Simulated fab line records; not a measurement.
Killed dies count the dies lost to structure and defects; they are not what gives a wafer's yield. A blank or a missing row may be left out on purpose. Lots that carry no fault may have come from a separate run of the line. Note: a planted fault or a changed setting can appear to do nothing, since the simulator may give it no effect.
Lot-split experiment | flow n5-finfet | 39 wafers read across 7 lots, on a route 1938 steps long

== ON THE SPLIT ==
At N5_DUMMY_GATE_ETCH_37 (etches SOC in N2/H2, target depth 60 nm, overetch 30 nm), the setting source-w was moved away from the recipe's 840 W on 12 of the 39 wafers read, by -12.6% to +15.8%. The other wafers ran this setting at the recipe's value.

The reading comes from the split's own step.

== THE READING ==
rf-vpp-V, in V, at N5_DUMMY_GATE_ETCH_37 (etches SOC in N2/H2, target depth 60 nm, overetch 30 nm). Fault-free wafers of this fab line usually give 524.0 V, standard deviation 2.5 V.

wafer  | tool, chamber at the split | source-w as run, W | against the recipe | rf-vpp-V, V | against lot-mates on the recipe
L075.1 | rie-diel-01, 1             | 972.5              | +15.8%             | 498.8       | -24.8
L075.2 | rie-diel-01, 2             | 972.5              | +15.8%             | 500.7       | -22.9
L075.3 | rie-diel-01, 0             | 840                | recipe             | 524.7       | -
L075.4 | rie-diel-01, 3             | 840                | recipe             | 521.3       | -
L075.5 | rie-diel-01, 0             | 840                | recipe             | 524.7       | -
L075.6 | rie-diel-01, 1             | 972.5              | +15.8%             | 499.7       | -23.9
L081.1 | rie-diel-01, 3             | 840                | recipe             | 521.3       | -
L081.2 | rie-diel-01, 2             | 840                | recipe             | 528.6       | -
L081.3 | rie-diel-01, 1             | 840                | recipe             | 522.6       | -
L081.4 | rie-diel-01, 0             | 840                | recipe             | 524.0       | -
L081.5 | rie-diel-01, 3             | 840                | recipe             | 520.0       | -
L081.6 | rie-diel-01, 2             | 840                | recipe             | 526.7       | -
L084.1 | rie-diel-02, 0             | 840                | recipe             | 522.6       | -
L084.2 | rie-diel-02, 1             | 840                | recipe             | 526.1       | -
L084.3 | rie-diel-02, 2             | 792.9              | -5.6%              | 534.3       | +10.3
L084.4 | rie-diel-02, 2             | 840                | recipe             | 523.3       | -
L084.5 | rie-diel-02, 0             | 792.9              | -5.6%              | 530.7       | +6.7
L084.6 | rie-diel-02, 1             | 792.9              | -5.6%              | 537.5       | +13.5
L087.1 | rie-diel-02, 3             | 840                | recipe             | 527.2       | -
L087.2 | rie-diel-02, 2             | 840                | recipe             | 524.3       | -
L087.3 | rie-diel-02, 1             | 840                | recipe             | 525.8       | -
L087.4 | rie-diel-02, 0             | 840                | recipe             | 522.2       | -
L087.5 | rie-diel-02, 0             | 840                | recipe             | 521.7       | -
L087.6 | rie-diel-02, 3             | 840                | recipe             | 529.7       | -
L090.1 | rie-diel-01, 2             | 840                | recipe             | 528.1       | -
L090.2 | rie-diel-01, 0             | 777.1              | -7.5%              | 537.0       | +12.4
L090.3 | rie-diel-01, 3             | 840                | recipe             | 521.2       | -
L090.4 | rie-diel-01, 1             | 777.1              | -7.5%              | 536.7       | +12.1
L090.5 | rie-diel-01, 0             | 840                | recipe             | 524.5       | -
L090.6 | rie-diel-01, 3             | 777.1              | -7.5%              | 533.0       | +8.4
L093.1 | rie-diel-01, 0             | 840                | recipe             | 524.3       | -
L093.3 | rie-diel-01, 1             | 840                | recipe             | 523.6       | -
L093.6 | rie-diel-01, 3             | 840                | recipe             | 520.6       | -
L096.1 | rie-diel-01, 3             | 840                | recipe             | 520.0       | -
L096.2 | rie-diel-01, 2             | 734.2              | -12.6%             | 550.3       | +29.0
L096.3 | rie-diel-01, 1             | 734.2              | -12.6%             | 548.7       | +27.4
L096.4 | rie-diel-01, 0             | 840                | recipe             | 523.7       | -
L096.5 | rie-diel-01, 0             | 734.2              | -12.6%             | 547.3       | +26.0
L096.6 | rie-diel-01, 3             | 840                | recipe             | 520.2       | -

THE FIT
A straight line over all 39 wafers: rf-vpp-V changes by -1.69 V for each +1% of source-w; r = -0.97; the points scatter about the line by 2.8 V.
The same after taking each lot's own level away (the mean of its wafers on the recipe; 39 wafers): -1.73 V for each +1%; r = -0.96; scatter 3 V.
The reading moves by 27 V for the largest change in source-w, on that fit.
Measured against the standard deviation above, the lots' own levels, which go from 521.30 to 525.15 V, span 1.5 times it.
Consequently the slope shifts little with the lot-to-lot level, the two slopes agreeing.
Check: for one of the wafers moved furthest among these (+15.8%), held out of the fit, the line's prediction against its lot-mates is -27.2 V. Against them it came out at -24.8 V.
Tool readings at the split's step, against how far the setting was moved: rf-vpp-V r = -0.97.

== OTHER SPLITS ON THESE WAFERS ==
Note: prior to the reading, these wafers also went through further splits. Each is held against what the fit with the lots' levels taken away leaves over:
other split on the same wafers | wafers away from the commonest value | r with rf-vpp-V (lot level and that fit taken away)
N5_DUMMY_GATE_HM_DEP_06 time-s | 30                                   | -0.02

== FILE'S OWN FIT ==
rf-vpp-V changes by -1.74 V for each +1% of source-w, r = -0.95.
